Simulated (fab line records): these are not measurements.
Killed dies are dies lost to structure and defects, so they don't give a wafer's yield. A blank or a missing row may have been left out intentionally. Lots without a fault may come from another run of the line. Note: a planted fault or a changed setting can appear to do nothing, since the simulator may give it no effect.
The tool behind it: which one? ; flow n5-finfet ; 36 wafers from 12 lots sampled at 3 of the route's 1938 steps

== WHAT THE GAUGES READ, wafer by wafer ==
N5_BEOL_M4_THK_MEAS_53: measures by xrf.
lot;measured;on;M4_THK (nm)
L257;day 7 13:44;film-metro-02;41.4 41.4 40.6
L258;day 8 03:17;film-metro-02;41.7 42.6 42.2
L261;day 8 20:41;film-metro-01;40.6 41.4 40.2
L259;day 9 02:26;film-metro-02;40.7 42.8 41.4
L263;day 9 11:19;film-metro-02;40.7 42.4 39.3
L262;day 9 13:11;film-metro-01;43.3 39.9 40.1
L267;day 10 14:13;film-metro-02;42.4 39.7 40.4
L265;day 10 17:23;film-metro-02;43.3 43.4 42.4
L269;day 11 07:26;film-metro-01;39.1 41.3 39.4
L272;day 11 19:36;film-metro-02;41.0 39.2 40.8
L277;day 12 21:52;film-metro-02;40.5 42.5 42.0
L276;day 12 22:08;film-metro-02;39.2 42.4 40.0

N5_BEOL_M4_RS_MEAS_58: measurement is done with a four-point probe.
lot;measured;on;M4_RS (ohm/sq)
L257;day 7 14:02;film-metro-02;0.663 0.664 0.680
L258;day 8 03:41;film-metro-01;0.657 0.639 0.651
L261;day 8 20:56;film-metro-02;0.663 0.646 0.671
L259;day 9 02:42;film-metro-01;0.672 0.635 0.656
L263;day 9 11:37;film-metro-02;0.675 0.647 0.713
L262;day 9 13:28;film-metro-02;0.614 0.680 0.678
L267;day 10 14:29;film-metro-01;0.647 0.698 0.681
L265;day 10 17:39;film-metro-02;0.633 0.628 0.649
L269;day 11 07:41;film-metro-01;0.712 0.663 0.703
L272;day 11 19:52;film-metro-02;0.660 0.698 0.663
L277;day 12 22:07;film-metro-01;0.683 0.648 0.654
L276;day 12 22:25;film-metro-01;0.713 0.646 0.699

== TOOL THAT RAN EACH LOT (tool first, then ch and the chambers of the sampled wafers, then the start) ==
lot;N5_BEOL_M4_CO_CAP_55
L257;cvd-co-01 ch 0,1,2, day 7 13:49
L258;cvd-co-01 ch 0,1,2, day 8 03:29
L261;cvd-co-02 ch 0,1,2, day 8 20:46
L259;cvd-co-01 ch 1,2, day 9 02:31
L263;cvd-co-01 ch 0,1,2, day 9 11:24
L262;cvd-co-01 ch 0,1, day 9 13:15
L267;cvd-co-01 ch 0,1, day 10 14:17
L265;cvd-co-02 ch 0,2, day 10 17:28
L269;cvd-co-02 ch 0,1,2, day 11 07:31
L272;cvd-co-02 ch 1,2, day 11 19:41
L277;cvd-co-02 ch 0,1, day 12 21:56
L276;cvd-co-02 ch 1,2, day 12 22:13
- N5_BEOL_M4_CO_CAP_55: material Co, precursor CCTBA/H2, target thk 2 nm, time 102.1 s.

== WHAT THE TOOLS THEMSELVES READ (means of the sampled wafers that have a number; where no wafer has one, the mark that the record gives instead) ==
N5_BEOL_M4_CO_CAP_55.
lot;tool;chamber-pressure-Torr (Torr);heater-power-w (W);susceptor-temp-C (C)
L257;cvd-co-01;30.04;212;200.01
L258;cvd-co-01;30.05;210;200.04
L261;cvd-co-02;30.05;225;200.02
L259;cvd-co-01;29.94;215;200.19
L263;cvd-co-01;29.96;211;199.97
L262;cvd-co-01;30.01;215;199.82
L267;cvd-co-01;29.98;217;199.86
L265;cvd-co-02;30.00;241;200.11
L269;cvd-co-02;30.01;226;199.85
L272;cvd-co-02;29.98;207;199.79
L277;cvd-co-02;30.08;212;200.08
L276;cvd-co-02;29.98;220;200.00

== THE ANSWER, worked out from the rows above alone ==
Rule: the lots themselves supply what counts as usual. Put in order of their means at a reading, lots are off if they are a third of the lots or fewer, leave a main group of 4 or more, and stand apart from it by a gap of 3 or more times the standard deviation of the main group's means; of several such gaps the widest counts. A main group whose means are all the same, to the digits that the tables above print for the reading, isn't used. Also off: a lot with no number at a reading for which 4 or more lots have one. The other lots that the step has rows for count as sound. Order of review: gauges by route order, followed by the tools' own readings, for which a lot's mean as printed above is used. The first step at which some lot is off is used, and at that step the reading that is off furthest; a lot without a number counts as furthest.
No lot is off on any of the readings shown, so nothing can be concluded from this.

== WHAT THE SIMULATOR HAD PUT IN ==
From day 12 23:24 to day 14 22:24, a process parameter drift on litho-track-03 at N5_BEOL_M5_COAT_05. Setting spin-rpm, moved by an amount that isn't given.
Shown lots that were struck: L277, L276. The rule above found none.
